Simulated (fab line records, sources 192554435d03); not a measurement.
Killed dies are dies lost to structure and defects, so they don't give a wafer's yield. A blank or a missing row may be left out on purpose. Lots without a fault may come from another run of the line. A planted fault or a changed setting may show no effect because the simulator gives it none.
Split-lot experiment | flow n5_finfet | 7 lots, 21 wafers read, on a route of 1938 steps

THE SPLIT
At N5_DUMMY_GATE_EXPOSE_12 (exposes mask GATE, target cd 25 nm), the setting dose_mj was moved away from the recipe's 34 on 9 of the 21 wafers read, by -6.2% to +4.9%. The other wafers ran this setting at the recipe's value.

FROM THE SPLIT TO THE READING: what the file shows between them, 2 steps
- N5_DUMMY_GATE_PEB_13: peb time 60 s
- N5_DUMMY_GATE_DEVELOP_14: develop time 30 s

THE READING
cd_nm, in nm, at N5_DUMMY_GATE_CD_MEAS_15 (target cd 25.8 nm). Fault-free wafers of this fab line usually give 25.06 nm, standard deviation 0.23 nm.

wafer  | tool, chamber at the split | dose_mj as run | against the recipe | cd_nm, nm | against lot-mates on the recipe
L076.2 | euv_scanner-02, 0          | 34             | recipe             | 25.37     | -
L076.3 | euv_scanner-02, 0          | 34             | recipe             | 25.35     | -
L076.5 | euv_scanner-02, 0          | 34             | recipe             | 25.51     | -
L078.1 | euv_scanner-01, 0          | 33             | -2.9%              | 25.45     | +0.22
L078.2 | euv_scanner-01, 0          | 33             | -2.9%              | 25.46     | +0.23
L078.6 | euv_scanner-01, 0          | 34             | recipe             | 25.23     | -
L082.2 | euv_scanner-01, 0          | 34             | recipe             | 25.16     | -
L082.3 | euv_scanner-01, 0          | 34             | recipe             | 25.21     | -
L082.4 | euv_scanner-01, 0          | 34             | recipe             | 25.04     | -
L083.1 | euv_scanner-01, 0          | 35.67          | +4.9%              | 24.38     | -0.68
L083.2 | euv_scanner-01, 0          | 35.67          | +4.9%              | 24.33     | -0.73
L083.5 | euv_scanner-01, 0          | 34             | recipe             | 25.06     | -
L085.1 | euv_scanner-01, 0          | 35.4           | +4.1%              | 24.36     | -0.76
L085.2 | euv_scanner-01, 0          | 34             | recipe             | 25.12     | -
L085.5 | euv_scanner-01, 0          | 35.4           | +4.1%              | 24.40     | -0.72
L090.1 | euv_scanner-01, 0          | 31.88          | -6.2%              | 26.11     | +0.83
L090.5 | euv_scanner-01, 0          | 34             | recipe             | 25.28     | -
L090.6 | euv_scanner-01, 0          | 31.88          | -6.2%              | 26.26     | +0.98
L093.1 | euv_scanner-02, 0          | 33.08          | -2.7%              | 25.34     | +0.04
L093.3 | euv_scanner-02, 0          | 34             | recipe             | 25.15     | -
L093.5 | euv_scanner-02, 0          | 34             | recipe             | 25.45     | -

THE FIT
A straight line over all 21 wafers: cd_nm changes by -0.159 nm for each +1% of dose_mj; r = -0.95; the points scatter about the line by 0.16 nm.
The same after taking each lot's own level away (the mean of its wafers on the recipe; 21 wafers): -0.14 nm for each +1%; r = -0.96; scatter 0.12 nm.
On that fit, the largest move of dose_mj shifts the reading by 0.87 nm.
The lots' own levels span 25.060 to 25.410 nm, that is 1.5 times the standard deviation above.
So the lot-to-lot level changes the slope: the two fits differ.
Check: with one of the wafers moved furthest among these (-6.2%) left out of the fit, the line predicts +0.825 nm for it against its lot-mates. It came out at +0.83 nm against them.

OTHER SPLITS ON THESE WAFERS
These wafers also went through other splits before the reading. Each is held against what the fit with the lots' levels taken away leaves over:
other split on the same wafers          | wafers away from the commonest value | r with cd_nm (lot level and that fit taken away)
N5_ZERO_LAYER_EXPOSE_08 dose_mj         | 6                                    | +0.17
N5_ZERO_LAYER_DEVELOP_10 develop_time_s | 5                                    | -0.20
N5_FIN_SAQP_PECVD_48 time_s             | 5                                    | -0.12
N5_FIN_SAQP_PECVD_06 time_s             | 8                                    | -0.09
N5_FIN_CUT_CUT_ETCH_26 time_s           | 5                                    | -0.21

THE FILE'S OWN FIT
cd_nm changes by -0.134 nm for each +1% of dose_mj, r = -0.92.
